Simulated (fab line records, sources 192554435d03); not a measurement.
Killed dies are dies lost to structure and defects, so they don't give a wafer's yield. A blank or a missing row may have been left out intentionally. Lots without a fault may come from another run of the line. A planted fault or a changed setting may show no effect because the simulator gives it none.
Which tool did it? -- flow n5 finfet -- 24 lots with 72 wafers sampled at 5 steps, on a route of 1938 steps

## WHAT THE GAUGES READ, wafer by wafer
N5_BEOL_M5_INSPECT_13: inspects for defects (brightfield). Usual: raw defect count reads 402 (standard deviation 89).
lot,measured,on,raw defect count,flag
L074,day 8 01:29,defect inspect-02,345 358 612,
L075,day 8 10:01,defect inspect-01,350 601 522,
L076,day 8 15:11,defect inspect-02,345 388 389,
L077,day 8 15:14,defect inspect-01,426 366 385,
L078,day 9 03:03,defect inspect-02,449 470 407,
L079,day 9 05:32,defect inspect-02,431 474 502,
L080,day 9 15:29,defect inspect-02,478 324 521,
L081,day 9 21:20,defect inspect-01,454 444 450,
L082,day 9 21:31,defect inspect-01,323 237 238,
L083,day 10 00:34,defect inspect-02,261 459 379,
L085,day 10 06:38,defect inspect-01,256 246 312,
L084,day 10 09:22,defect inspect-01,283 313 298,
L086,day 11 05:35,defect inspect-02,421 448 888,
L089,day 11 11:54,defect inspect-02,355 382 282,
L087,day 11 15:02,defect inspect-01,368 385 408,
L088,day 12 05:13,defect inspect-01,368 318 365,
L091,day 12 08:43,defect inspect-01,338 458 402,
L090,day 13 00:37,defect inspect-02,418 357 419,
L092,day 13 09:11,defect inspect-02,390 352 367,
L093,day 14 03:31,defect inspect-01,311 351 412,
L094,day 14 07:20,defect inspect-02,457 448 465,
L096,day 14 07:23,defect inspect-02,490 340 418,
L097,day 15 00:31,defect inspect-01,328 346 396,
L095,day 15 09:58,defect inspect-01,531 425 317,

N5_BEOL_M5_INSPECT_30: inspects for defects (brightfield). Usual: raw defect count reads 399 (standard deviation 84).
lot,measured,on,raw defect count,flag
L074,day 8 02:22,defect inspect-01,342 349 571,
L075,day 8 11:05,defect inspect-01,343 589 495,
L076,day 8 16:20,defect inspect-02,340 386 404,
L077,day 8 16:31,defect inspect-01,440 336 371,
L078,day 9 03:55,defect inspect-01,417 437 375,
L079,day 9 08:10,defect inspect-02,453 460 495,
L080,day 9 16:41,defect inspect-02,451 323 528,
L081,day 9 22:26,defect inspect-01,457 474 461,
L082,day 9 23:15,defect inspect-01,326 238 247,
L083,day 10 04:31,defect inspect-01,240 414 370,
L085,day 10 08:23,defect inspect-02,291 238 365,
L084,day 10 10:21,defect inspect-02,339 344 322,
L086,day 11 09:52,defect inspect-02,426 452 849,
L089,day 11 12:55,defect inspect-02,340 382 246,
L087,day 11 16:05,defect inspect-01,350 382 403,
L088,day 12 07:53,defect inspect-01,354 323 362,
L091,day 12 09:43,defect inspect-02,361 499 442,
L090,day 13 02:35,defect inspect-01,431 330 367,
L092,day 13 11:05,defect inspect-01,362 328 322,
L093,day 14 05:28,defect inspect-02,338 386 497,
L094,day 14 12:16,defect inspect-01,420 426 426,
L096,day 14 11:59,defect inspect-02,450 353 403,
L097,day 15 02:44,defect inspect-01,340 363 401,
L095,day 15 12:41,defect inspect-01,523 423 325,

N5_BEOL_M5_THK_MEAS_53: measures by xrf. Usual: M5_THK gives 62.6 nm (standard deviation 1.8).
lot,measured,on,M5_THK (nm),flag
L074,day 8 12:27,film metro-02,64.0 61.1 65.5,
L075,day 8 18:17,film metro-02,62.8 62.2 62.8,
L076,day 8 22:59,film metro-01,67.0 64.2 66.3,
L077,day 8 23:11,film metro-02,63.4 62.2 60.2,
L078,day 9 11:46,film metro-02,58.5 61.5 60.7,
L079,day 9 15:28,film metro-02,63.5 64.0 61.6,
L080,day 9 23:44,film metro-01,62.1 63.1 61.7,
L081,day 10 05:45,film metro-01,63.4 62.4 59.9,
L082,day 10 06:01,film metro-02,62.6 63.5 63.1,
L083,day 10 12:29,film metro-01,61.6 64.0 61.5,
L085,day 10 15:48,film metro-02,62.4 62.2 61.1,
L084,day 10 17:40,film metro-02,64.6 62.9 67.4,
L086,day 11 16:59,film metro-02,61.4 60.9 62.6,
L089,day 11 21:08,film metro-02,60.3 62.3 60.2,
L087,day 12 00:48,film metro-02,61.0 61.3 62.4,
L088,day 12 14:46,film metro-01,65.7 60.8 61.3,
L091,day 12 16:29,film metro-01,62.3 63.8 60.6,
L090,day 13 11:37,film metro-01,65.2 63.7 64.5,
L092,day 13 19:39,film metro-01,61.3 61.8 66.5,
L093,day 14 18:36,film metro-01,63.6 64.0 62.8,
L094,day 14 18:55,film metro-01,63.4 65.2 63.2,
L096,day 14 18:46,film metro-01,63.1 64.0 61.9,
L097,day 15 10:05,film metro-02,63.7 58.8 61.5,
L095,day 15 20:17,film metro-02,63.9 61.9 63.4,

## WHICH TOOL RAN EACH LOT (tool, then ch and the chambers of the sampled wafers, then the start)
lot,N5_BEOL_M5_STRIP_64,N5_BEOL_M5_SURFACE_TREAT_87
L074,"rie diel-06 ch 0,1,2, day 8 01:44","pvd sputter-03, day 8 03:48"
L075,"rie diel-02 ch 0,3, day 8 10:15","pvd sputter-03, day 8 12:24"
L076,"rie diel-04 ch 0,1, day 8 15:35","pvd sputter-03, day 8 17:38"
L077,"rie diel-06 ch 0,2, day 8 15:38","pvd sputter-03, day 8 17:49"
L078,"rie diel-06 ch 1,2,3, day 9 03:18","pvd sputter-01, day 9 05:37"
L079,"rie diel-02 ch 0,1,2, day 9 05:47","pvd sputter-03, day 9 09:52"
L080,"rie diel-04 ch 1,3, day 9 15:46","pvd sputter-01, day 9 18:08"
L081,"rie diel-02 ch 0,1, day 9 21:35","pvd sputter-02, day 10 00:22"
L082,"rie diel-06 ch 1,2, day 9 21:52","pvd sputter-03, day 10 00:35"
L083,"rie diel-04 ch 0,1,3, day 10 00:49","pvd sputter-02, day 10 06:39"
L085,"rie diel-06 ch 1,2, day 10 06:52","pvd sputter-03, day 10 10:22"
L084,"rie diel-06 ch 0,2,3, day 10 09:36","pvd sputter-01, day 10 12:07"
L086,"rie diel-04 ch 0,1,2, day 11 06:01","pvd sputter-01, day 11 11:31"
L089,"rie diel-06 ch 1,2, day 11 12:08","pvd sputter-02, day 11 15:20"
L087,"rie diel-02 ch 0,3, day 11 15:17","pvd sputter-02, day 11 19:26"
L088,"rie diel-06 ch 1,2, day 12 05:53","pvd sputter-03, day 12 09:24"
L091,"rie diel-02 ch 0,1,3, day 12 09:01","pvd sputter-03, day 12 11:04"
L090,"rie diel-04 ch 0,1,3, day 13 01:02","pvd sputter-01, day 13 06:14"
L092,"rie diel-02 ch 1,2,3, day 13 09:26","pvd sputter-02, day 13 14:12"
L093,"rie diel-02 ch 1,2,3, day 14 03:46","pvd sputter-02, day 14 07:13"
L094,"rie diel-06 ch 0,1,2, day 14 07:34","pvd sputter-01, day 14 13:33"
L096,"rie diel-02 ch 1,2,3, day 14 07:37","pvd sputter-03, day 14 13:23"
L097,"rie diel-02 ch 0,1,3, day 15 00:46","pvd sputter-02, day 15 04:28"
L095,"rie diel-02 ch 2,3, day 15 10:12","pvd sputter-03, day 15 14:40"
- N5_BEOL_M5_STRIP_64: strips in CF4.
- N5_BEOL_M5_SURFACE_TREAT_87

## WHAT THE TOOLS THEMSELVES READ (means of the sampled wafers that have a number; where no wafer has one, the mark that the record gives instead)
N5_BEOL_M5_STRIP_64. Usual: drypump motor current A 5.5 A, standard deviation 0.5; oes product au 0.77 a.u., standard deviation 0.073; rf vpp V 271.3 V, standard deviation 1.1; showerhead plenum p Torr 1.81 Torr, standard deviation 0.039; throttle valve pct 13.60 %, standard deviation 0.23.
lot,tool,drypump motor current A (A),oes product au (a.u.),rf vpp V (V),showerhead plenum p Torr (Torr),throttle valve pct (%),flag
L074,rie diel-06,5.4,0.73,272.1,1.81,13.72,
L075,rie diel-02,5.2,0.72,271.2,1.80,13.69,
L076,rie diel-04,5.8,0.76,272.4,1.85,13.55,
L077,rie diel-06,5.2,0.71,270.8,1.78,13.61,
L078,rie diel-06,5.9,0.80,270.9,1.80,13.64,
L079,rie diel-02,5.8,0.80,272.2,1.81,13.62,
L080,rie diel-04,5.6,0.79,271.2,1.82,13.47,
L081,rie diel-02,5.4,0.72,271.7,1.79,13.78,
L082,rie diel-06,5.7,0.74,271.4,1.82,13.87,
L083,rie diel-04,5.5,0.78,272.4,1.82,13.51,
L085,rie diel-06,5.6,0.74,272.8,1.84,13.88,
L084,rie diel-06,5.7,0.77,271.5,1.77,13.54,
L086,rie diel-04,5.4,0.77,271.1,1.80,13.65,
L089,rie diel-06,5.6,0.73,272.4,1.84,13.90,
L087,rie diel-02,5.0,0.72,271.5,1.82,13.60,
L088,rie diel-06,5.6,0.73,271.6,1.84,13.92,
L091,rie diel-02,5.3,0.72,271.9,1.80,13.68,
L090,rie diel-04,5.5,0.75,271.4,1.82,13.56,
L092,rie diel-02,5.7,0.78,270.9,1.82,13.55,
L093,rie diel-02,5.7,0.78,271.9,1.82,13.56,
L094,rie diel-06,5.4,0.77,270.6,1.80,13.63,
L096,rie diel-02,5.7,0.77,271.3,1.82,13.56,
L097,rie diel-02,5.3,0.71,271.1,1.80,13.72,
L095,rie diel-02,5.9,0.80,271.6,1.83,13.51,

## THE ANSWER, worked out from the rows above alone
Rule: a lot counts as off when the mean over its wafers that have a number is more than 3 standard deviations away from the usual mean. Also off: a lot with no number at a reading for which 4 or more lots have one. All remaining lots with rows at the step are treated as sound. Order of review: gauges by route order, followed by the tools' own readings, for which a lot's mean as printed above is used. The first step at which some lot is off is used, and at that step the reading that is off furthest; a lot without a number counts as furthest.
No lot is off at any reading shown: from this, nothing can be told.

## WHAT THE SIMULATOR HAD INSERTED
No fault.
